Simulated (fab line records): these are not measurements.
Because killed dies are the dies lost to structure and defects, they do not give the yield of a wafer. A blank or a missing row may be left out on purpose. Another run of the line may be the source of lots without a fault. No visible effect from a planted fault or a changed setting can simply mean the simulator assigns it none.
Split-lot study | flow n5Finfet | on a route of 1938 steps: 7 lots, 39 wafers read

## THE SPLIT ITSELF
At N5_FIN_CUT_ETCH_21 (etches SOC in N2/H2, target depth 219 nm, overetch 43.8 nm, time 523.5 s), the setting biasW was moved away from the recipe's 61 W on 18 of the 39 wafers read, by -12.6% to +16.8%. The other wafers ran this setting at the recipe's value.

Reading taken at the split's own step.

## THE READING
rfVppV, in V, at N5_FIN_CUT_ETCH_21 (etches SOC in N2/H2, target depth 219 nm, overetch 43.8 nm, time 523.5 s). A value of 241.1 V with a standard deviation of 1.4 V is what fault-free wafers of this fab line usually give.

wafer  | tool, chamber at the split | biasW as run, W | against the recipe | rfVppV, V | against lot-mates on the recipe
L079.1 | rieDiel-02, 2              | 61              | recipe             | 241.8     | -
L079.2 | rieDiel-02, 3              | 55.83           | -8.5%              | 225.3     | -15.8
L079.3 | rieDiel-02, 0              | 55.83           | -8.5%              | 228.8     | -12.3
L079.4 | rieDiel-02, 1              | 61              | recipe             | 241.9     | -
L079.5 | rieDiel-02, 3              | 61              | recipe             | 239.7     | -
L079.6 | rieDiel-02, 0              | 55.83           | -8.5%              | 229.3     | -11.8
L084.1 | rieDiel-05, 0              | 67.53           | +10.7%             | 257.3     | +16.7
L084.2 | rieDiel-05, 3              | 67.53           | +10.7%             | 257.7     | +17.1
L084.3 | rieDiel-05, 1              | 61              | recipe             | 240.2     | -
L084.4 | rieDiel-05, 2              | 61              | recipe             | 239.6     | -
L084.5 | rieDiel-05, 1              | 67.53           | +10.7%             | 257.5     | +16.9
L084.6 | rieDiel-05, 0              | 61              | recipe             | 241.9     | -
L086.1 | rieDiel-02, 2              | 71.27           | +16.8%             | 265.8     | +23.6
L086.2 | rieDiel-02, 1              | 71.27           | +16.8%             | 266.1     | +23.9
L086.3 | rieDiel-02, 0              | 61              | recipe             | 243.5     | -
L086.4 | rieDiel-02, 3              | 71.27           | +16.8%             | 268.8     | +26.6
L086.5 | rieDiel-02, 2              | 61              | recipe             | 239.2     | -
L086.6 | rieDiel-02, 3              | 61              | recipe             | 244.0     | -
L087.1 | rieDiel-05, 2              | 61              | recipe             | 238.8     | -
L087.2 | rieDiel-05, 0              | 61              | recipe             | 243.0     | -
L087.3 | rieDiel-05, 3              | 68.98           | +13.1%             | 260.8     | +20.4
L087.4 | rieDiel-05, 1              | 68.98           | +13.1%             | 261.6     | +21.2
L087.5 | rieDiel-05, 1              | 68.98           | +13.1%             | 261.0     | +20.6
L087.6 | rieDiel-05, 2              | 61              | recipe             | 239.3     | -
L089.1 | rieDiel-01, 0              | 61              | recipe             | 241.3     | -
L089.3 | rieDiel-01, 1              | 61              | recipe             | 241.2     | -
L089.6 | rieDiel-01, 2              | 61              | recipe             | 239.5     | -
L093.1 | rieDiel-02, 0              | 57.27           | -6.1%              | 232.9     | -8.5
L093.2 | rieDiel-02, 3              | 57.27           | -6.1%              | 233.0     | -8.4
L093.3 | rieDiel-02, 2              | 61              | recipe             | 240.4     | -
L093.4 | rieDiel-02, 0              | 61              | recipe             | 243.5     | -
L093.5 | rieDiel-02, 2              | 61              | recipe             | 240.2     | -
L093.6 | rieDiel-02, 3              | 57.27           | -6.1%              | 233.1     | -8.3
L097.1 | rieDiel-02, 1              | 53.33           | -12.6%             | 221.3     | -21.5
L097.2 | rieDiel-02, 2              | 53.33           | -12.6%             | 220.8     | -22.0
L097.3 | rieDiel-02, 0              | 61              | recipe             | 242.0     | -
L097.4 | rieDiel-02, 3              | 53.33           | -12.6%             | 222.0     | -20.8
L097.5 | rieDiel-02, 0              | 61              | recipe             | 242.5     | -
L097.6 | rieDiel-02, 3              | 61              | recipe             | 243.8     | -

FIT RESULTS
A straight line over all 39 wafers: rfVppV changes by +1.53 V for each +1% of biasW; r = +0.99; the points scatter about the line by 1.4 V.
The same after taking each lot's own level away (the mean of its wafers on the recipe; 39 wafers): +1.56 V for each +1%; r = +0.99; scatter 1.5 V.
On that fit, the largest move of biasW shifts the reading by 26 V.
The span of the lots' own levels, 240.37 to 242.77 V, comes to 1.7 times the standard deviation stated above.
So the lot-to-lot level changes the slope little: the two slopes agree.
Check: +26.5 V against its lot-mates is what the line predicts for one of the wafers moved furthest among these (+16.8%) when that wafer is left out of the fit. It came out at +23.6 V against them.
Tool readings at the split's step, against how far the setting was moved: rfVppV r = +0.99.

## OTHER SPLITS ON THESE WAFERS
Before the reading, these wafers also passed through other splits. Each is held against what the fit with the lots' levels taken away leaves over:
other split on the same wafers           | wafers away from the commonest value | r with rfVppV (lot level and that fit taken away)
N5_FIN_SAQP_MANDREL_ETCH_22 targetDepthA | 18                                   | -0.20

## FILE'S OWN FIT
rfVppV changes by +1.56 V for each +1% of biasW, r = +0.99.
